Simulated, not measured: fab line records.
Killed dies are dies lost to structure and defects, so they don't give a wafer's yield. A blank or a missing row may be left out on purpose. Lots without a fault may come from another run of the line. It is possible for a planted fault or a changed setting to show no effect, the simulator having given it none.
Split-lot study	flow n5_finfet	route with 1938 steps; 7 lots, 39 wafers read

ABOUT THE SPLIT
At N5_BEOL_M8_PECVD_70 (deposits SiO2 from TEOS/O2, target thk 20 nm, time 22.7 s), the setting time_s was moved away from the recipe's 22.7 s on 15 of the 39 wafers read, by -53.3% to +21.9%. For the rest of the wafers, this setting stayed at what the recipe calls for.

The reading is taken at the split's own step.

THE READING
SiO2_of_BEOL_M8_PECVD_70.thk_nm (the simulator's own value, which no gauge read), in nm, at N5_BEOL_M8_PECVD_70 (deposits SiO2 from TEOS/O2, target thk 20 nm, time 22.7 s). There is no usual value for it anywhere in the file. The 24 wafers here that ran the recipe average 20.1 nm, standard deviation 0.31 nm.

wafer	tool, chamber at the split	time_s as run, s	against the recipe	SiO2_of_BEOL_M8_PECVD_70.thk_nm, nm	against lot-mates on the recipe
L074.1	pecvd-02, 0,1	22.7	recipe	20	-
L074.3	pecvd-02, 0,1	22.7	recipe	20	-
L074.2	pecvd-02, 2	11.59	-48.9%	10.4	-9.7
L074.4	pecvd-02, 2	22.7	recipe	20.4	-
L074.5	pecvd-02, 1,0	11.59	-48.9%	10.8	-9.3
L074.6	pecvd-02, 1,0	11.59	-48.9%	10.8	-9.3
L076.1	pecvd-04, 2,0,1	22.7	recipe	20.2	-
L076.2	pecvd-04, 2,0,1	22.7	recipe	20.2	-
L076.5	pecvd-04, 2,0,1	22.7	recipe	20.2	-
L076.3	pecvd-04, 1	27.66	+21.9%	23.8	+3.6
L076.4	pecvd-04, 2	27.66	+21.9%	25	+4.8
L076.6	pecvd-04, 0	27.66	+21.9%	24.8	+4.6
L075.2	pecvd-03, 2	22.7	recipe	20.2	-
L075.4	pecvd-03, 0,1	22.7	recipe	20.4	-
L075.6	pecvd-03, 0,1	22.7	recipe	20.4	-
L082.1	pecvd-02, 0	22.7	recipe	20	-
L082.2	pecvd-02, 1	22.7	recipe	19.8	-
L082.3	pecvd-02, 2	22.7	recipe	19.6	-
L082.4	pecvd-02, 2,1	22.7	recipe	20.2	-
L082.5	pecvd-02, 2,1	22.7	recipe	20.2	-
L082.6	pecvd-02, 0	22.7	recipe	20.4	-
L087.1	pecvd-03, 0	22.7	recipe	20.4	-
L087.2	pecvd-03, 2,0	10.61	-53.3%	10	-10.3
L087.6	pecvd-03, 2,0	10.61	-53.3%	10	-10.3
L087.3	pecvd-03, 1	22.7	recipe	19.8	-
L087.4	pecvd-03, 2	22.7	recipe	20.8	-
L087.5	pecvd-03, 1	10.61	-53.3%	9.8	-10.5
L093.1	pecvd-04, 0,2,1	22.7	recipe	19.8	-
L093.2	pecvd-04, 0,2,1	22.7	recipe	19.8	-
L093.3	pecvd-04, 0,2,1	22.7	recipe	19.8	-
L093.4	pecvd-04, 1,2,0	15.24	-32.9%	13.6	-6.2
L093.5	pecvd-04, 1,2,0	15.24	-32.9%	13.6	-6.2
L093.6	pecvd-04, 1,2,0	15.24	-32.9%	13.6	-6.2
L091.1	pecvd-04, 1	26.82	+18.1%	23	+3.3
L091.2	pecvd-04, 2,0	22.7	recipe	19.6	-
L091.3	pecvd-04, 2,0	22.7	recipe	19.6	-
L091.4	pecvd-04, 2	26.82	+18.1%	24	+4.3
L091.5	pecvd-04, 0	26.82	+18.1%	23.6	+3.9
L091.6	pecvd-04, 1	22.7	recipe	19.8	-
The file does not say which wafer passed through which chamber wherever a row lists several chambers: such a row stands for several wafers.

THE FIT
A straight line over all 39 wafers: SiO2_of_BEOL_M8_PECVD_70.thk_nm changes by +0.193 nm for each +1% of time_s; r = +1.00; the points scatter about the line by 0.33 nm.
The same after taking each lot's own level away (the mean of its wafers on the recipe; 39 wafers): +0.195 nm for each +1%; r = +1.00; scatter 0.28 nm.
That fit puts the effect of the largest move of time_s on the reading at 10 nm.
From 19.67 to 20.33 nm: that is the span of the lots' own levels, equal to 2.2 times the standard deviation above.
The two slopes agree, so the slope changes little with the lot-to-lot level.
Check: for one of the wafers moved furthest among these (-53.3%), held out of the fit, the line's prediction against its lot-mates is -10.4 nm. Against them it came out at -10.3 nm.

THESE WAFERS: OTHER SPLITS
Note: prior to the reading, these wafers also went through further splits. Each is held against what the fit with the lots' levels taken away leaves over:
other split on the same wafers	wafers away from the commonest value	r with SiO2_of_BEOL_M8_PECVD_70.thk_nm (lot level and that fit taken away)
N5_BEOL_M5_ILD_DEP_00 time_s	15	+0.03

FILE'S OWN FIT
SiO2_of_BEOL_M8_PECVD_70.thk_nm changes by +0.195 nm for each +1% of time_s, r = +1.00.
